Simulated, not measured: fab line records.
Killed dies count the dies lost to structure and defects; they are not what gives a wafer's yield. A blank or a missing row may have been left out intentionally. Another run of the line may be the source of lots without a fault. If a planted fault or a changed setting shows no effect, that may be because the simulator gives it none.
Which tool is to blame? :: flow nand_harc :: 72 wafers from 24 lots sampled at 6 of the route's 1302 steps

WHAT EACH GAUGE READ, for each wafer
NHARC_P_STI_OCD_MEAS_43.
lot: L074
measured: day 2 22:49
on: ocd-01
trench_depth_nm (nm): 292 303 299
trench_foot_cd_nm (nm): 158.7 156.6 156.8

lot: L075
measured: day 3 10:52
on: ocd-02
trench_depth_nm (nm): 295 307 294
trench_foot_cd_nm (nm): 156.5 148.6 150.8

lot: L076
measured: day 3 18:09
on: ocd-02
trench_depth_nm (nm): 295 294 295
trench_foot_cd_nm (nm): 159.1 158.8 156.7

lot: L077
measured: day 4 02:13
on: ocd-01
trench_depth_nm (nm): 299 302 300
trench_foot_cd_nm (nm): 156.3 159.3 160.1

lot: L078
measured: day 4 13:25
on: ocd-01
trench_depth_nm (nm): 295 294 291
trench_foot_cd_nm (nm): 155.5 157.1 160.1

lot: L079
measured: day 4 22:19
on: ocd-02
trench_depth_nm (nm): 310 305 300
trench_foot_cd_nm (nm): 155.3 158.1 158.1

lot: L080
measured: day 5 09:32
on: ocd-02
trench_depth_nm (nm): 302 296 304
trench_foot_cd_nm (nm): 159.7 162.6 156.1

lot: L081
measured: day 5 20:10
on: ocd-02
trench_depth_nm (nm): 292 304 293
trench_foot_cd_nm (nm): 161.4 161.3 162.7

lot: L082
measured: day 6 05:59
on: ocd-01
trench_depth_nm (nm): 300 292 301
trench_foot_cd_nm (nm): 156.7 155.4 155.4

lot: L083
measured: day 6 16:53
on: ocd-01
trench_depth_nm (nm): 295 302 299
trench_foot_cd_nm (nm): 157.5 154.4 156.5

lot: L084
measured: day 7 01:17
on: ocd-01
trench_depth_nm (nm): 305 302 295
trench_foot_cd_nm (nm): 159.3 162.1 156.9

lot: L085
measured: day 7 12:08
on: ocd-02
trench_depth_nm (nm): 310 299 296
trench_foot_cd_nm (nm): 152.2 157.6 157.4

lot: L086
measured: day 7 23:22
on: ocd-01
trench_depth_nm (nm): 295 300 297
trench_foot_cd_nm (nm): 153.5 153.5 154.9

lot: L087
measured: day 8 08:19
on: ocd-02
trench_depth_nm (nm): 297 308 306
trench_foot_cd_nm (nm): 156.9 152.6 152.6

lot: L088
measured: day 8 18:34
on: ocd-01
trench_depth_nm (nm): 308 303 296
trench_foot_cd_nm (nm): 154.0 156.6 159.2

lot: L089
measured: day 9 03:45
on: ocd-02
trench_depth_nm (nm): 303 298 314
trench_foot_cd_nm (nm): 156.3 152.8 154.5

lot: L090
measured: day 9 15:20
on: ocd-02
trench_depth_nm (nm): 305 307 301
trench_foot_cd_nm (nm): 153.1 157.4 155.8

lot: L091
measured: day 9 21:19
on: ocd-02
trench_depth_nm (nm): 314 292 295
trench_foot_cd_nm (nm): 154.8 160.4 163.0

lot: L092
measured: day 10 07:46
on: ocd-01
trench_depth_nm (nm): 298 304 304
trench_foot_cd_nm (nm): 158.8 160.8 153.8

lot: L093
measured: day 10 18:16
on: ocd-02
trench_depth_nm (nm): 290 297 301
trench_foot_cd_nm (nm): 157.5 156.4 154.9

lot: L094
measured: day 11 04:23
on: ocd-01
trench_depth_nm (nm): 308 303 293
trench_foot_cd_nm (nm): 157.6 156.7 158.9

lot: L095
measured: day 11 14:16
on: ocd-02
trench_depth_nm (nm): 300 302 297
trench_foot_cd_nm (nm): 156.9 156.1 157.5

lot: L096
measured: day 12 02:00
on: ocd-02
trench_depth_nm (nm): 307 309 310
trench_foot_cd_nm (nm): 160.8 154.5 155.0

lot: L097
measured: day 12 09:47
on: ocd-02
trench_depth_nm (nm): 305 305 306
trench_foot_cd_nm (nm): 158.7 161.3 155.0

NHARC_P_CONTACT_OVL_MEAS_13.
lot: L074
measured: day 5 21:40
on: overlay-02
overlay_x_nm (nm): 0.6 0.8 0.6
overlay_y_nm (nm): -0.2 -0.3 -0.4

lot: L075
measured: day 6 12:05
on: overlay-01
overlay_x_nm (nm): 1.2 1.0 0.8
overlay_y_nm (nm): 1.2 1.6 1.4

lot: L076
measured: day 6 14:48
on: overlay-02
overlay_x_nm (nm): 0.5 0.7 0.5
overlay_y_nm (nm): 0.8 1.5 1.1

lot: L077
measured: day 7 01:24
on: overlay-02
overlay_x_nm (nm): -0.7 -0.7 -1.0
overlay_y_nm (nm): 0.5 0.7 0.9

lot: L078
measured: day 7 16:04
on: overlay-02
overlay_x_nm (nm): -2.1 -2.1 -2.5
overlay_y_nm (nm): -0.5 -0.4 -0.3

lot: L079
measured: day 7 21:05
on: overlay-01
overlay_x_nm (nm): -1.2 -0.7 -0.4
overlay_y_nm (nm): 0.2 0.0 0.0

lot: L080
measured: day 8 09:04
on: overlay-01
overlay_x_nm (nm): -0.5 -0.5 -0.1
overlay_y_nm (nm): -0.1 -0.2 0.2

lot: L081
measured: day 8 16:53
on: overlay-01
overlay_x_nm (nm): -1.3 -0.5 -0.6
overlay_y_nm (nm): 0.6 0.8 0.8

lot: L082
measured: day 9 07:19
on: overlay-01
overlay_x_nm (nm): 0.5 0.3 -0.1
overlay_y_nm (nm): -0.6 -1.1 -0.6

lot: L083
measured: day 9 15:37
on: overlay-02
overlay_x_nm (nm): 0.2 0.7 0.4
overlay_y_nm (nm): 0.8 0.8 0.6

lot: L084
measured: day 10 05:14
on: overlay-02
overlay_x_nm (nm): -0.3 -0.4 -1.0
overlay_y_nm (nm): -0.8 -0.2 -0.3

lot: L085
measured: day 10 11:25
on: overlay-01
overlay_x_nm (nm): 1.8 1.6 2.0
overlay_y_nm (nm): 0.8 0.3 0.5

lot: L086
measured: day 11 00:10
on: overlay-02
overlay_x_nm (nm): -0.3 0.0 0.3
overlay_y_nm (nm): 0.2 0.8 0.2

lot: L087
measured: day 11 03:53
on: overlay-02
overlay_x_nm (nm): 0.3 -0.4 0.2
overlay_y_nm (nm): -0.9 -1.1 -0.9

lot: L088
measured: day 12 04:41
on: overlay-01
overlay_x_nm (nm): 1.3 1.4 1.2
overlay_y_nm (nm): -1.0 -0.9 -1.2

lot: L089
measured: day 12 01:32
on: overlay-02
overlay_x_nm (nm): -0.2 -0.3 -0.2
overlay_y_nm (nm): 0.0 0.1 -0.1

lot: L090
measured: day 12 14:55
on: overlay-02
overlay_x_nm (nm): 0.6 1.0 0.7
overlay_y_nm (nm): -1.0 -1.1 -1.0

lot: L091
measured: day 12 19:52
on: overlay-02
overlay_x_nm (nm): -0.3 -0.6 -0.9
overlay_y_nm (nm): 0.0 -0.3 -0.1

lot: L092
measured: day 13 08:11
on: overlay-02
overlay_x_nm (nm): 0.5 -0.1 0.1
overlay_y_nm (nm): 0.4 0.4 0.4

lot: L093
measured: day 13 19:14
on: overlay-01
overlay_x_nm (nm): 0.2 0.1 0.0
overlay_y_nm (nm): -0.1 -0.2 -0.4

lot: L094
measured: day 14 01:46
on: overlay-01
overlay_x_nm (nm): 1.6 1.6 1.3
overlay_y_nm (nm): 0.5 0.2 0.0

lot: L095
measured: day 14 14:17
on: overlay-02
overlay_x_nm (nm): 0.3 0.5 0.4
overlay_y_nm (nm): 1.0 1.0 1.3

lot: L096
measured: day 15 00:29
on: overlay-01
overlay_x_nm (nm): -2.3 -1.7 -1.8
overlay_y_nm (nm): -0.6 -0.4 -0.5

lot: L097
measured: day 15 07:44
on: overlay-02
overlay_x_nm (nm): 0.9 1.5 1.0
overlay_y_nm (nm): 0.0 -0.2 -0.1

NHARC_P_BONDPAD_CD_MEAS_09: the cd target is 500 nm.
lot: L074
measured: day 6 14:47
on: cd_sem-03
cd_nm (nm): 500.6 500.2 499.1

lot: L075
measured: day 7 05:05
on: cd_sem-01
cd_nm (nm): 499.3 496.2 498.7

lot: L076
measured: day 7 07:43
on: cd_sem-01
cd_nm (nm): 503.3 501.5 499.0

lot: L077
measured: day 7 18:34
on: cd_sem-03
cd_nm (nm): 499.3 502.0 499.8

lot: L078
measured: day 8 09:11
on: cd_sem-03
cd_nm (nm): 503.5 499.8 500.2

lot: L079
measured: day 8 14:29
on: cd_sem-01
cd_nm (nm): 498.5 500.5 497.7

lot: L080
measured: day 9 01:59
on: cd_sem-03
cd_nm (nm): 500.3 500.6 497.6

lot: L081
measured: day 9 09:52
on: cd_sem-01
cd_nm (nm): 496.6 500.6 502.6

lot: L082
measured: day 9 23:58
on: cd_sem-02
cd_nm (nm): 498.2 499.2 497.5

lot: L083
measured: day 10 08:41
on: cd_sem-02
cd_nm (nm): 501.2 503.2 502.0

lot: L084
measured: day 10 22:45
on: cd_sem-01
cd_nm (nm): 502.8 499.3 498.7

lot: L085
measured: day 11 04:25
on: cd_sem-01
cd_nm (nm): 500.2 500.3 504.7

lot: L086
measured: day 11 17:10
on: cd_sem-03
cd_nm (nm): 498.6 496.6 497.9

lot: L087
measured: day 11 20:50
on: cd_sem-02
cd_nm (nm): 497.7 496.5 497.5

lot: L088
measured: day 12 21:17
on: cd_sem-02
cd_nm (nm): 499.5 500.7 499.4

lot: L089
measured: day 12 18:32
on: cd_sem-02
cd_nm (nm): 498.0 496.7 496.1

lot: L090
measured: day 13 07:38
on: cd_sem-01
cd_nm (nm): 502.4 499.9 499.7

lot: L091
measured: day 13 12:40
on: cd_sem-03
cd_nm (nm): 497.2 497.3 503.2

lot: L092
measured: day 14 01:07
on: cd_sem-03
cd_nm (nm): 501.2 498.7 498.6

lot: L093
measured: day 14 12:10
on: cd_sem-03
cd_nm (nm): 501.1 502.8 497.6

lot: L094
measured: day 14 18:59
on: cd_sem-01
cd_nm (nm): 503.1 498.6 499.2

lot: L095
measured: day 15 07:42
on: cd_sem-01
cd_nm (nm): 500.1 500.2 499.3

lot: L096
measured: day 15 17:11
on: cd_sem-02
cd_nm (nm): 500.1 495.6 501.3

lot: L097
measured: day 16 00:32
on: cd_sem-03
cd_nm (nm): 496.2 499.0 498.9

WHAT TOOL EACH LOT RAN ON (gives the tool, then ch and the chambers of the sampled wafers, and finally the start)
lot: L074
NHARC_P_CONTACT_CMP_24: cmp-01 ch 0,1, day 6 00:27
NHARC_P_M0_STRIP_18: rie_diel-08 ch 0,1,3, day 6 02:25
NHARC_P_M1_DEGAS_29: pvd_sputter-02, day 6 07:13

lot: L075
NHARC_P_CONTACT_CMP_24: cmp-01 ch 0,1, day 6 14:53
NHARC_P_M0_STRIP_18: rie_diel-04 ch 0,1,3, day 6 16:44
NHARC_P_M1_DEGAS_29: pvd_sputter-02, day 6 21:32

lot: L076
NHARC_P_CONTACT_CMP_24: cmp-04 ch 0,2,3, day 6 17:37
NHARC_P_M0_STRIP_18: rie_diel-04 ch 1,2,3, day 6 19:30
NHARC_P_M1_DEGAS_29: pvd_sputter-01, day 7 00:18

lot: L077
NHARC_P_CONTACT_CMP_24: cmp-01 ch 1,3, day 7 04:11
NHARC_P_M0_STRIP_18: rie_diel-08 ch 1,2, day 7 06:07
NHARC_P_M1_DEGAS_29: pvd_sputter-01, day 7 10:52

lot: L078
NHARC_P_CONTACT_CMP_24: cmp-02 ch 0,2,3, day 7 19:28
NHARC_P_M0_STRIP_18: rie_diel-10 ch 1,3, day 7 21:19
NHARC_P_M1_DEGAS_29: pvd_sputter-03, day 8 01:55

lot: L079
NHARC_P_CONTACT_CMP_24: cmp-02 ch 1,2,3, day 8 00:30
NHARC_P_M0_STRIP_18: rie_diel-04 ch 0,2,3, day 8 02:22
NHARC_P_M1_DEGAS_29: pvd_sputter-02, day 8 07:05

lot: L080
NHARC_P_CONTACT_CMP_24: cmp-04 ch 1,2, day 8 11:51
NHARC_P_M0_STRIP_18: rie_diel-10 ch 2,3, day 8 13:44
NHARC_P_M1_DEGAS_29: pvd_sputter-03, day 8 18:30

lot: L081
NHARC_P_CONTACT_CMP_24: cmp-02 ch 0,3, day 8 19:43
NHARC_P_M0_STRIP_18: rie_diel-08 ch 2,3, day 8 21:43
NHARC_P_M1_DEGAS_29: pvd_sputter-01, day 9 02:15

lot: L082
NHARC_P_CONTACT_CMP_24: cmp-01 ch 2,3, day 9 10:08
NHARC_P_M0_STRIP_18: rie_diel-10 ch 0,1,2, day 9 12:04
NHARC_P_M1_DEGAS_29: pvd_sputter-02, day 9 16:36

lot: L083
NHARC_P_CONTACT_CMP_24: cmp-01 ch 1,3, day 9 18:25
NHARC_P_M0_STRIP_18: rie_diel-04 ch 0,2,3, day 9 20:20
NHARC_P_M1_DEGAS_29: pvd_sputter-03, day 10 00:52

lot: L084
NHARC_P_CONTACT_CMP_24: cmp-04 ch 1,3, day 10 08:07
NHARC_P_M0_STRIP_18: rie_diel-04 ch 0,1,2, day 10 10:02
NHARC_P_M1_DEGAS_29: pvd_sputter-02, day 10 14:46

lot: L085
NHARC_P_CONTACT_CMP_24: cmp-04 ch 0,1,3, day 10 14:11
NHARC_P_M0_STRIP_18: rie_diel-04 ch 0,2, day 10 16:06
NHARC_P_M1_DEGAS_29: pvd_sputter-03, day 10 20:46

lot: L086
NHARC_P_CONTACT_CMP_24: cmp-04 ch 0,2,3, day 11 02:58
NHARC_P_M0_STRIP_18: rie_diel-04 ch 1,2,3, day 11 04:49
NHARC_P_M1_DEGAS_29: pvd_sputter-02, day 11 09:31

lot: L087
NHARC_P_CONTACT_CMP_24: cmp-01 ch 1,2,3, day 11 06:41
NHARC_P_M0_STRIP_18: rie_diel-04 ch 1,2,3, day 11 08:31
NHARC_P_M1_DEGAS_29: pvd_sputter-02, day 11 13:29

lot: L088
NHARC_P_CONTACT_CMP_24: cmp-02 ch 0,1,2, day 12 07:30
NHARC_P_M0_STRIP_18: rie_diel-10 ch 0,3, day 12 09:16
NHARC_P_M1_DEGAS_29: pvd_sputter-02, day 12 13:50

lot: L089
NHARC_P_CONTACT_CMP_24: cmp-04 ch 2,3, day 12 04:19
NHARC_P_M0_STRIP_18: rie_diel-04 ch 0,3, day 12 06:05
NHARC_P_M1_DEGAS_29: pvd_sputter-03, day 12 10:38

lot: L090
NHARC_P_CONTACT_CMP_24: cmp-01 ch 0,1,2, day 12 17:43
NHARC_P_M0_STRIP_18: rie_diel-04 ch 0,2, day 12 19:36
NHARC_P_M1_DEGAS_29: pvd_sputter-01, day 13 00:09

lot: L091
NHARC_P_CONTACT_CMP_24: cmp-04 ch 0,1,2, day 12 22:40
NHARC_P_M0_STRIP_18: rie_diel-04 ch 1,2,3, day 13 00:34
NHARC_P_M1_DEGAS_29: pvd_sputter-03, day 13 05:17

lot: L092
NHARC_P_CONTACT_CMP_24: cmp-01 ch 0,2,3, day 13 11:01
NHARC_P_M0_STRIP_18: rie_diel-04 ch 1,2,3, day 13 12:58
NHARC_P_M1_DEGAS_29: pvd_sputter-02, day 13 17:42

lot: L093
NHARC_P_CONTACT_CMP_24: cmp-01 ch 2,3, day 13 22:01
NHARC_P_M0_STRIP_18: rie_diel-08 ch 0,3, day 13 23:56
NHARC_P_M1_DEGAS_29: pvd_sputter-03, day 14 04:41

lot: L094
NHARC_P_CONTACT_CMP_24: cmp-01 ch 0,1,2, day 14 04:34
NHARC_P_M0_STRIP_18: rie_diel-04 ch 0,1,2, day 14 06:49
NHARC_P_M1_DEGAS_29: pvd_sputter-01, day 14 11:30

lot: L095
NHARC_P_CONTACT_CMP_24: cmp-04 ch 0,3, day 14 17:32
NHARC_P_M0_STRIP_18: rie_diel-04 ch 0,1, day 14 19:24
NHARC_P_M1_DEGAS_29: pvd_sputter-02, day 15 00:10

lot: L096
NHARC_P_CONTACT_CMP_24: cmp-01 ch 1,2, day 15 03:16
NHARC_P_M0_STRIP_18: rie_diel-04 ch 1,3, day 15 05:07
NHARC_P_M1_DEGAS_29: pvd_sputter-02, day 15 09:57

lot: L097
NHARC_P_CONTACT_CMP_24: cmp-01 ch 0,1,2, day 15 10:34
NHARC_P_M0_STRIP_18: rie_diel-08 ch 1,3, day 15 12:25
NHARC_P_M1_DEGAS_29: pvd_sputter-02, day 15 16:59
- NHARC_P_CONTACT_CMP_24: polishes, t overpolish 30 s, target thk 200 nm.
- NHARC_P_M0_STRIP_18: strips in N2/H2.
- NHARC_P_M1_DEGAS_29: time 60 s.

WHAT THE TOOLS THEMSELVES READ (means of the sampled wafers that have a number; where no wafer has one, the mark that the record gives instead)
NHARC_P_CONTACT_CMP_24.
lot: L074
tool: cmp-01
motor_current_A (A): 10.4
overpolish_run_s (s): 29.994
time_to_endpoint_s (s): 38

lot: L075
tool: cmp-01
motor_current_A (A): 10.7
overpolish_run_s (s): 29.996
time_to_endpoint_s (s): 39

lot: L076
tool: cmp-04
motor_current_A (A): 12.4
overpolish_run_s (s): 29.997
time_to_endpoint_s (s): 41

lot: L077
tool: cmp-01
motor_current_A (A): 10.6
overpolish_run_s (s): 30.002
time_to_endpoint_s (s): 39

lot: L078
tool: cmp-02
motor_current_A (A): 11.7
overpolish_run_s (s): 30.000
time_to_endpoint_s (s): 36

lot: L079
tool: cmp-02
motor_current_A (A): 11.2
overpolish_run_s (s): 30.007
time_to_endpoint_s (s): 35

lot: L080
tool: cmp-04
motor_current_A (A): 13.7
overpolish_run_s (s): 29.995
time_to_endpoint_s (s): 37

lot: L081
tool: cmp-02
motor_current_A (A): 10.7
overpolish_run_s (s): 30.007
time_to_endpoint_s (s): 38

lot: L082
tool: cmp-01
motor_current_A (A): 11.3
overpolish_run_s (s): 30.008
time_to_endpoint_s (s): 38

lot: L083
tool: cmp-01
motor_current_A (A): 10.5
overpolish_run_s (s): 29.998
time_to_endpoint_s (s): 45

lot: L084
tool: cmp-04
motor_current_A (A): 11.4
overpolish_run_s (s): 30.010
time_to_endpoint_s (s): 38

lot: L085
tool: cmp-04
motor_current_A (A): 11.7
overpolish_run_s (s): 29.993
time_to_endpoint_s (s): 41

lot: L086
tool: cmp-04
motor_current_A (A): 12.4
overpolish_run_s (s): 29.995
time_to_endpoint_s (s): 40

lot: L087
tool: cmp-01
motor_current_A (A): 10.9
overpolish_run_s (s): 30.007
time_to_endpoint_s (s): 40

lot: L088
tool: cmp-02
motor_current_A (A): 12.1
overpolish_run_s (s): 30.004
time_to_endpoint_s (s): 38

lot: L089
tool: cmp-04
motor_current_A (A): 13.1
overpolish_run_s (s): 30.008
time_to_endpoint_s (s): 41

lot: L090
tool: cmp-01
motor_current_A (A): 10.9
overpolish_run_s (s): 29.995
time_to_endpoint_s (s): 38

lot: L091
tool: cmp-04
motor_current_A (A): 13.0
overpolish_run_s (s): 29.990
time_to_endpoint_s (s): 40

lot: L092
tool: cmp-01
motor_current_A (A): 11.7
overpolish_run_s (s): 30.002
time_to_endpoint_s (s): 36

lot: L093
tool: cmp-01
motor_current_A (A): 11.8
overpolish_run_s (s): 29.999
time_to_endpoint_s (s): 35

lot: L094
tool: cmp-01
motor_current_A (A): 11.2
overpolish_run_s (s): 29.996
time_to_endpoint_s (s): 37

lot: L095
tool: cmp-04
motor_current_A (A): 12.1
overpolish_run_s (s): 30.000
time_to_endpoint_s (s): 39

lot: L096
tool: cmp-01
motor_current_A (A): 11.1
overpolish_run_s (s): 30.005
time_to_endpoint_s (s): 37

lot: L097
tool: cmp-01
motor_current_A (A): 10.8
overpolish_run_s (s): 30.006
time_to_endpoint_s (s): 36

NHARC_P_M0_STRIP_18.
lot: L074
tool: rie_diel-08
drypump_motor_current_A (A): 5.5
n2_flow_sccm (sccm): 149.6
oes_product_au (a.u.): 1.007
rf_vpp_V (V): 90.4
showerhead_plenum_p_Torr (Torr): 2.04
throttle_valve_pct (%): 14.172

lot: L075
tool: rie_diel-04
drypump_motor_current_A (A): 5.5
n2_flow_sccm (sccm): 149.9
oes_product_au (a.u.): 1.006
rf_vpp_V (V): 90.5
showerhead_plenum_p_Torr (Torr): 2.05
throttle_valve_pct (%): 14.161

lot: L076
tool: rie_diel-04
drypump_motor_current_A (A): 5.6
n2_flow_sccm (sccm): 149.7
oes_product_au (a.u.): 0.995
rf_vpp_V (V): 89.9
showerhead_plenum_p_Torr (Torr): 1.99
throttle_valve_pct (%): 14.169

lot: L077
tool: rie_diel-08
drypump_motor_current_A (A): 5.8
n2_flow_sccm (sccm): 149.7
oes_product_au (a.u.): 0.995
rf_vpp_V (V): 90.3
showerhead_plenum_p_Torr (Torr): 2.09
throttle_valve_pct (%): 14.167

lot: L078
tool: rie_diel-10
drypump_motor_current_A (A): 5.6
n2_flow_sccm (sccm): 150.0
oes_product_au (a.u.): 0.978
rf_vpp_V (V): 91.7
showerhead_plenum_p_Torr (Torr): 2.13
throttle_valve_pct (%): 14.176

lot: L079
tool: rie_diel-04
drypump_motor_current_A (A): 5.8
n2_flow_sccm (sccm): 149.9
oes_product_au (a.u.): 1.001
rf_vpp_V (V): 89.9
showerhead_plenum_p_Torr (Torr): 2.02
throttle_valve_pct (%): 14.169

lot: L080
tool: rie_diel-10
drypump_motor_current_A (A): 5.3
n2_flow_sccm (sccm): 150.1
oes_product_au (a.u.): 1.002
rf_vpp_V (V): 90.0
showerhead_plenum_p_Torr (Torr): 1.96
throttle_valve_pct (%): 14.176

lot: L081
tool: rie_diel-08
drypump_motor_current_A (A): 5.5
n2_flow_sccm (sccm): 149.9
oes_product_au (a.u.): 1.006
rf_vpp_V (V): 90.5
showerhead_plenum_p_Torr (Torr): 2.10
throttle_valve_pct (%): 14.174

lot: L082
tool: rie_diel-10
drypump_motor_current_A (A): 5.2
n2_flow_sccm (sccm): 150.0
oes_product_au (a.u.): 0.988
rf_vpp_V (V): 90.4
showerhead_plenum_p_Torr (Torr): 1.99
throttle_valve_pct (%): 14.173

lot: L083
tool: rie_diel-04
drypump_motor_current_A (A): 5.8
n2_flow_sccm (sccm): 149.8
oes_product_au (a.u.): 1.001
rf_vpp_V (V): 90.7
showerhead_plenum_p_Torr (Torr): 2.02
throttle_valve_pct (%): 14.176

lot: L084
tool: rie_diel-04
drypump_motor_current_A (A): 6.0
n2_flow_sccm (sccm): 150.3
oes_product_au (a.u.): 0.999
rf_vpp_V (V): 91.4
showerhead_plenum_p_Torr (Torr): 2.07
throttle_valve_pct (%): 14.170

lot: L085
tool: rie_diel-04
drypump_motor_current_A (A): 6.1
n2_flow_sccm (sccm): 149.6
oes_product_au (a.u.): 1.005
rf_vpp_V (V): 91.8
showerhead_plenum_p_Torr (Torr): 2.10
throttle_valve_pct (%): 14.168

lot: L086
tool: rie_diel-04
drypump_motor_current_A (A): 5.6
n2_flow_sccm (sccm): 149.9
oes_product_au (a.u.): 1.000
rf_vpp_V (V): 90.6
showerhead_plenum_p_Torr (Torr): 1.98
throttle_valve_pct (%): 14.172

lot: L087
tool: rie_diel-04
drypump_motor_current_A (A): 5.6
n2_flow_sccm (sccm): 150.1
oes_product_au (a.u.): 0.996
rf_vpp_V (V): 90.4
showerhead_plenum_p_Torr (Torr): 1.98
throttle_valve_pct (%): 14.182

lot: L088
tool: rie_diel-10
drypump_motor_current_A (A): 5.3
n2_flow_sccm (sccm): 150.1
oes_product_au (a.u.): 1.001
rf_vpp_V (V): 91.7
showerhead_plenum_p_Torr (Torr): 2.17
throttle_valve_pct (%): 14.163

lot: L089
tool: rie_diel-04
drypump_motor_current_A (A): 5.7
n2_flow_sccm (sccm): 150.2
oes_product_au (a.u.): 1.000
rf_vpp_V (V): 90.0
showerhead_plenum_p_Torr (Torr): 2.08
throttle_valve_pct (%): 14.172

lot: L090
tool: rie_diel-04
drypump_motor_current_A (A): 6.1
n2_flow_sccm (sccm): 149.9
oes_product_au (a.u.): 1.006
rf_vpp_V (V): 90.6
showerhead_plenum_p_Torr (Torr): 2.09
throttle_valve_pct (%): 14.174

lot: L091
tool: rie_diel-04
drypump_motor_current_A (A): 5.6
n2_flow_sccm (sccm): 150.7
oes_product_au (a.u.): 1.005
rf_vpp_V (V): 90.4
showerhead_plenum_p_Torr (Torr): 1.98
throttle_valve_pct (%): 14.173

lot: L092
tool: rie_diel-04
drypump_motor_current_A (A): 5.6
n2_flow_sccm (sccm): 150.5
oes_product_au (a.u.): 1.002
rf_vpp_V (V): 90.2
showerhead_plenum_p_Torr (Torr): 1.98
throttle_valve_pct (%): 14.179

lot: L093
tool: rie_diel-08
drypump_motor_current_A (A): 5.4
n2_flow_sccm (sccm): 149.9
oes_product_au (a.u.): 1.016
rf_vpp_V (V): 89.5
showerhead_plenum_p_Torr (Torr): 2.03
throttle_valve_pct (%): 14.169

lot: L094
tool: rie_diel-04
drypump_motor_current_A (A): 6.0
n2_flow_sccm (sccm): 150.1
oes_product_au (a.u.): 1.005
rf_vpp_V (V): 91.0
showerhead_plenum_p_Torr (Torr): 2.06
throttle_valve_pct (%): 14.168

lot: L095
tool: rie_diel-04
drypump_motor_current_A (A): 5.7
n2_flow_sccm (sccm): 149.8
oes_product_au (a.u.): 1.009
rf_vpp_V (V): 90.5
showerhead_plenum_p_Torr (Torr): 2.10
throttle_valve_pct (%): 14.175

lot: L096
tool: rie_diel-04
drypump_motor_current_A (A): 5.3
n2_flow_sccm (sccm): 149.2
oes_product_au (a.u.): 0.997
rf_vpp_V (V): 90.9
showerhead_plenum_p_Torr (Torr): 2.02
throttle_valve_pct (%): 14.169

lot: L097
tool: rie_diel-08
drypump_motor_current_A (A): 5.2
n2_flow_sccm (sccm): 149.7
oes_product_au (a.u.): 1.018
rf_vpp_V (V): 91.1
showerhead_plenum_p_Torr (Torr): 2.09
throttle_valve_pct (%): 14.169

NHARC_P_M1_DEGAS_29.
lot: L074
tool: pvd_sputter-02
heater_power_w (W): 367

lot: L075
tool: pvd_sputter-02
heater_power_w (W): 368

lot: L076
tool: pvd_sputter-01
heater_power_w (W): 354

lot: L077
tool: pvd_sputter-01
heater_power_w (W): 328

lot: L078
tool: pvd_sputter-03
heater_power_w (W): 346

lot: L079
tool: pvd_sputter-02
heater_power_w (W): 310

lot: L080
tool: pvd_sputter-03
heater_power_w (W): 332

lot: L081
tool: pvd_sputter-01
heater_power_w (W): 328

lot: L082
tool: pvd_sputter-02
heater_power_w (W): 330

lot: L083
tool: pvd_sputter-03
heater_power_w (W): 322

lot: L084
tool: pvd_sputter-02
heater_power_w (W): 363

lot: L085
tool: pvd_sputter-03
heater_power_w (W): 322

lot: L086
tool: pvd_sputter-02
heater_power_w (W): 321

lot: L087
tool: pvd_sputter-02
heater_power_w (W): 359

lot: L088
tool: pvd_sputter-02
heater_power_w (W): 362

lot: L089
tool: pvd_sputter-03
heater_power_w (W): 374

lot: L090
tool: pvd_sputter-01
heater_power_w (W): 324

lot: L091
tool: pvd_sputter-03
heater_power_w (W): 354

lot: L092
tool: pvd_sputter-02
heater_power_w (W): 411

lot: L093
tool: pvd_sputter-03
heater_power_w (W): 330

lot: L094
tool: pvd_sputter-01
heater_power_w (W): 337

lot: L095
tool: pvd_sputter-02
heater_power_w (W): 366

lot: L096
tool: pvd_sputter-02
heater_power_w (W): 325

lot: L097
tool: pvd_sputter-02
heater_power_w (W): 321

THE ANSWER, worked out from the rows above alone
Rule: the usual values come from the lots themselves. Put in order of their means at a reading, lots are off if they are a third of the lots or fewer, leave a main group of 4 or more, and stand apart from it by a gap of 3 or more times the standard deviation of the main group's means; of several such gaps the widest counts. A main group whose means are all the same, to the digits that the tables above print for the reading, isn't used. A lot without any number at a reading at which 4 lots or more have one is off too. The other lots that the step has rows for count as sound. First the gauges in route order, then the tools' own readings, where a lot's mean is used as printed above. At the first step where some lot is off, the reading lying furthest off is the one used; lots without a number count as furthest.
Across all readings shown, no lot is off: no conclusion can be drawn from this.

WHAT WAS PUT IN BY THE SIMULATOR
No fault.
